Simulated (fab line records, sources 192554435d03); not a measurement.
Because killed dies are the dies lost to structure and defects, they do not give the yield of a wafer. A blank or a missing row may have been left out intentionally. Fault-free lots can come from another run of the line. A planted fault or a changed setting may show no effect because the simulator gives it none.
Lot-split experiment || flow n5Finfet || on a route of 1938 steps: 7 lots, 21 wafers read

## ON THE SPLIT
At N5_HKMG_FIN_COAT_43 (resist thk 90 nm), the setting spinRpm was moved away from the recipe's 1500 rpm on 6 of the 21 wafers read, by -10.8% to +8.8%. All remaining wafers had this setting at the recipe value.

## FROM THE SPLIT TO THE READING: what the file shows between them, 4 steps
- N5_HKMG_FIN_EBR_45
- N5_HKMG_FIN_SOFTBAKE_44: time 60 s
- N5_HKMG_FIN_EXPOSE_46: exposes mask NDIPOLE
- N5_HKMG_FIN_PEB_47: peb time 60 s

## THE READING
CAR-ArF_of_HKMG_FIN_COAT_43.thkNm (the simulator's own value, which no gauge read), in nm, at N5_HKMG_FIN_DEVELOP_48 (develop time 30 s). The file does not state a usual value for it. Here, 15 wafers ran the recipe; their average is 88.3 nm with a standard deviation of 0.21 nm.

{"wafer": "L076.2", "tool, chamber at the split": "lithoTrack-01, 0", "spinRpm as run, rpm": 1500, "against the recipe": "recipe", "CAR-ArF_of_HKMG_FIN_COAT_43.thkNm, nm": 88.6, "against lot-mates on the recipe": "-"}
{"wafer": "L076.4", "tool, chamber at the split": "lithoTrack-01, 0", "spinRpm as run, rpm": 1625, "against the recipe": "+8.3%", "CAR-ArF_of_HKMG_FIN_COAT_43.thkNm, nm": 85, "against lot-mates on the recipe": -3.5}
{"wafer": "L076.5", "tool, chamber at the split": "lithoTrack-01, 0", "spinRpm as run, rpm": 1500, "against the recipe": "recipe", "CAR-ArF_of_HKMG_FIN_COAT_43.thkNm, nm": 88.4, "against lot-mates on the recipe": "-"}
{"wafer": "L083.3", "tool, chamber at the split": "lithoTrack-01, 0", "spinRpm as run, rpm": 1500, "against the recipe": "recipe", "CAR-ArF_of_HKMG_FIN_COAT_43.thkNm, nm": 88, "against lot-mates on the recipe": "-"}
{"wafer": "L083.4", "tool, chamber at the split": "lithoTrack-01, 0", "spinRpm as run, rpm": 1500, "against the recipe": "recipe", "CAR-ArF_of_HKMG_FIN_COAT_43.thkNm, nm": 88, "against lot-mates on the recipe": "-"}
{"wafer": "L083.5", "tool, chamber at the split": "lithoTrack-01, 0", "spinRpm as run, rpm": 1500, "against the recipe": "recipe", "CAR-ArF_of_HKMG_FIN_COAT_43.thkNm, nm": 88, "against lot-mates on the recipe": "-"}
{"wafer": "L085.3", "tool, chamber at the split": "lithoTrack-01, 0", "spinRpm as run, rpm": 1568, "against the recipe": "+4.5%", "CAR-ArF_of_HKMG_FIN_COAT_43.thkNm, nm": 86.4, "against lot-mates on the recipe": -2.0}
{"wafer": "L085.5", "tool, chamber at the split": "lithoTrack-01, 0", "spinRpm as run, rpm": 1568, "against the recipe": "+4.5%", "CAR-ArF_of_HKMG_FIN_COAT_43.thkNm, nm": 86.4, "against lot-mates on the recipe": -2.0}
{"wafer": "L085.4", "tool, chamber at the split": "lithoTrack-01, 0", "spinRpm as run, rpm": 1500, "against the recipe": "recipe", "CAR-ArF_of_HKMG_FIN_COAT_43.thkNm, nm": 88.4, "against lot-mates on the recipe": "-"}
{"wafer": "L086.1", "tool, chamber at the split": "lithoTrack-02, 0", "spinRpm as run, rpm": 1500, "against the recipe": "recipe", "CAR-ArF_of_HKMG_FIN_COAT_43.thkNm, nm": 88.4, "against lot-mates on the recipe": "-"}
{"wafer": "L086.3", "tool, chamber at the split": "lithoTrack-02, 0", "spinRpm as run, rpm": 1500, "against the recipe": "recipe", "CAR-ArF_of_HKMG_FIN_COAT_43.thkNm, nm": 88.4, "against lot-mates on the recipe": "-"}
{"wafer": "L086.5", "tool, chamber at the split": "lithoTrack-02, 0", "spinRpm as run, rpm": 1500, "against the recipe": "recipe", "CAR-ArF_of_HKMG_FIN_COAT_43.thkNm, nm": 88, "against lot-mates on the recipe": "-"}
{"wafer": "L088.2", "tool, chamber at the split": "lithoTrack-02, 0", "spinRpm as run, rpm": 1338, "against the recipe": "-10.8%", "CAR-ArF_of_HKMG_FIN_COAT_43.thkNm, nm": 93.8, "against lot-mates on the recipe": "+5.4"}
{"wafer": "L088.3", "tool, chamber at the split": "lithoTrack-02, 0", "spinRpm as run, rpm": 1500, "against the recipe": "recipe", "CAR-ArF_of_HKMG_FIN_COAT_43.thkNm, nm": 88.6, "against lot-mates on the recipe": "-"}
{"wafer": "L088.6", "tool, chamber at the split": "lithoTrack-02, 0", "spinRpm as run, rpm": 1500, "against the recipe": "recipe", "CAR-ArF_of_HKMG_FIN_COAT_43.thkNm, nm": 88.2, "against lot-mates on the recipe": "-"}
{"wafer": "L089.1", "tool, chamber at the split": "lithoTrack-01, 0", "spinRpm as run, rpm": 1500, "against the recipe": "recipe", "CAR-ArF_of_HKMG_FIN_COAT_43.thkNm, nm": 88.2, "against lot-mates on the recipe": "-"}
{"wafer": "L089.3", "tool, chamber at the split": "lithoTrack-01, 0", "spinRpm as run, rpm": 1632, "against the recipe": "+8.8%", "CAR-ArF_of_HKMG_FIN_COAT_43.thkNm, nm": 84.8, "against lot-mates on the recipe": -3.4}
{"wafer": "L089.4", "tool, chamber at the split": "lithoTrack-01, 0", "spinRpm as run, rpm": 1632, "against the recipe": "+8.8%", "CAR-ArF_of_HKMG_FIN_COAT_43.thkNm, nm": 84.8, "against lot-mates on the recipe": -3.4}
{"wafer": "L095.2", "tool, chamber at the split": "lithoTrack-04, 0", "spinRpm as run, rpm": 1500, "against the recipe": "recipe", "CAR-ArF_of_HKMG_FIN_COAT_43.thkNm, nm": 88, "against lot-mates on the recipe": "-"}
{"wafer": "L095.3", "tool, chamber at the split": "lithoTrack-04, 0", "spinRpm as run, rpm": 1500, "against the recipe": "recipe", "CAR-ArF_of_HKMG_FIN_COAT_43.thkNm, nm": 88.4, "against lot-mates on the recipe": "-"}
{"wafer": "L095.5", "tool, chamber at the split": "lithoTrack-04, 0", "spinRpm as run, rpm": 1500, "against the recipe": "recipe", "CAR-ArF_of_HKMG_FIN_COAT_43.thkNm, nm": 88.2, "against lot-mates on the recipe": "-"}

FIT RESULTS
A straight line over all 21 wafers: CAR-ArF_of_HKMG_FIN_COAT_43.thkNm changes by -0.438 nm for each +1% of spinRpm; r = -0.99; the points scatter about the line by 0.29 nm.
The same after taking each lot's own level away (the mean of its wafers on the recipe; 21 wafers): -0.438 nm for each +1%; r = -0.99; scatter 0.23 nm.
That fit puts the effect of the largest move of spinRpm on the reading at 4.7 nm.
Across the lots, their own levels run from 88.00 to 88.50 nm, a range of 2.4 times the standard deviation given above.
The two slopes are in agreement: the lot-to-lot level therefore moves the slope only a little.
Check: for one of the wafers moved furthest among these (-10.8%), held out of the fit, the line's prediction against its lot-mates is +4.33 nm. It came out at +5.4 nm against them.

## FURTHER SPLITS ON THESE WAFERS
Other splits were also applied to these wafers ahead of the reading. Each is held against what the fit with the lots' levels taken away leaves over:
{"other split on the same wafers": "N5_SD_EPI_P_EPI_21 tempC", "wafers away from the commonest value": 9, "r with CAR-ArF_of_HKMG_FIN_COAT_43.thkNm (lot level and that fit taken away)": -0.54}
{"other split on the same wafers": "N5_SD_ACTIVATION_LSA_01 tempC", "wafers away from the commonest value": 4, "r with CAR-ArF_of_HKMG_FIN_COAT_43.thkNm (lot level and that fit taken away)": -0.23}

## THE WHOLE CHAIN: every reading that the file lists as answering this split, in the file's order
{"step": "N5_HKMG_FIN_COAT_43", "what it does": "resist thk 90 nm", "reading": "CAR-ArF_of_HKMG_FIN_COAT_43.thkNm (the simulator's own value, which no gauge read)", "change (the file's fit)": "-0.443 nm for each +1% of the setting", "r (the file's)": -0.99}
{"step": "N5_HKMG_FIN_DEVELOP_48", "what it does": "develop time 30 s", "reading": "CAR-ArF_of_HKMG_FIN_COAT_43.thkNm (the simulator's own value, which no gauge read)", "change (the file's fit)": "-0.445 nm for each +1% of the setting", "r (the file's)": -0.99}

## THE FILE'S OWN FIT
CAR-ArF_of_HKMG_FIN_COAT_43.thkNm changes by -0.445 nm for each +1% of spinRpm, r = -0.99.
